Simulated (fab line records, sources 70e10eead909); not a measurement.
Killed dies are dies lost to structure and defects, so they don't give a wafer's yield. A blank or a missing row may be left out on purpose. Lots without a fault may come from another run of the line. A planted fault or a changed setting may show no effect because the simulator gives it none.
Problem report in the 8D (eight disciplines) form, filled by code | flow nand_harc | the parts of the form that need people (team, actions taken, sign-off) are left out

1. THE PROBLEM
mfc_cl2_sccm at NHARC_P_GATE_ETCH_32 reads a mean of 59.99 sccm on 3 wafers of 3 lots; wafers without a fault read 50.01 sccm with a standard deviation of 0.15. That is +67 standard deviations from the usual mean.
The step: etches the open film in HBr/Cl2, target depth 150 nm, time 100.1 s.
First seen on wafer L461.5, day 9 21:07, on rie_si-06. The record holds 37 wafers of 13 lots with a number at this step. Rule for "out", or "out of limits": more than 4 standard deviations from the usual mean. The other wafers with a number count as sound.

2. WHAT IT IS AND WHAT IT IS NOT
question                    | is                               | is not
which readings at this step | mfc_cl2_sccm, throttle_valve_pct | bias_w, drypump_motor_current_A, oes_product_au, rf_fwd_power_W
which lots                  | L461, L463, L464                 | L450, L452, L453, L456, L458, L460, L465, L471, L472, L473
which wafers of those lots  | L461.5, L463.5, L464.5           | L461.1, L463.2, L463.6, L464.6
read on which tools         | rie_si-06                        | rie_si-02, rie_si-04
when                        | from day 9 21:07                 | up to then (19 sound wafers); but 15 sound wafers of L463, L464, L465, L471, L472, L473 came after

3. SUSPECTS, AND WHAT RULES EACH OUT
Counting: a tool at a process step up to the reading stays a suspect if it ran every lot that is out. Sound lots after the first of them don't rule it out here, since some wafers of a struck lot are sound.
- rie_si-06 at NHARC_P_GATE_ETCH_32 (etches the open film in HBr/Cl2, target depth 150 nm, time 100.1 s): kept. It ran every lot that is out, first L461 (day 9 21:07); its last sound lot up to then is L460 (day 9 02:12). Its own readings are out on those wafers: mfc_cl2_sccm, throttle_valve_pct.
- Within rie_si-06 at NHARC_P_GATE_ETCH_32: the wafers that are out ran in chamber 0; their sound lot-mates ran in chambers 1, 3.
Left after counting: rie_si-06 at NHARC_P_GATE_ETCH_32.

4. THE CAUSE (what the simulator had put in)
Process parameter drift: rie_si-06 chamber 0, from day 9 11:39 on, at NHARC_P_GATE_ETCH_32. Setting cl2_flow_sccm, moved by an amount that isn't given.
Counting left only this tool.

5. THE CHAIN OF EFFECTS, in route order
Each row: a reading whose mean over the struck wafers that have a number lies more than 3 standard deviations from the usual. Only readings for which the record gives a usual standard deviation are gone through. hours: the time from each lot's start at the first step in this table that gives one to its start at this step, as a median over the lots. sigmas: the change in usual standard deviations.
hours | step                 | reading            | usual      | on struck wafers | change | sigmas
0     | NHARC_P_GATE_ETCH_32 | mfc_cl2_sccm       | 50.01 sccm | 59.99            | +9.98  | +67
0     | NHARC_P_GATE_ETCH_32 | throttle_valve_pct | 26.406 %   | 26.999           | +0.593 | +64
The process steps in it:
- NHARC_P_GATE_ETCH_32: etches the open film in HBr/Cl2, target depth 150 nm, time 100.1 s.
Later measuring or inspecting steps at which every struck wafer that the step has a row for has a number for every such reading, and none has moved that far: NHARC_P_GATE_CD_MEAS_33, NHARC_END_SORT_01.

6. WHAT WOULD HAVE CAUGHT IT SOONER
In this record the first reading out of limits was taken at day 9 21:07, 9 hours after the fault began at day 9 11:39.
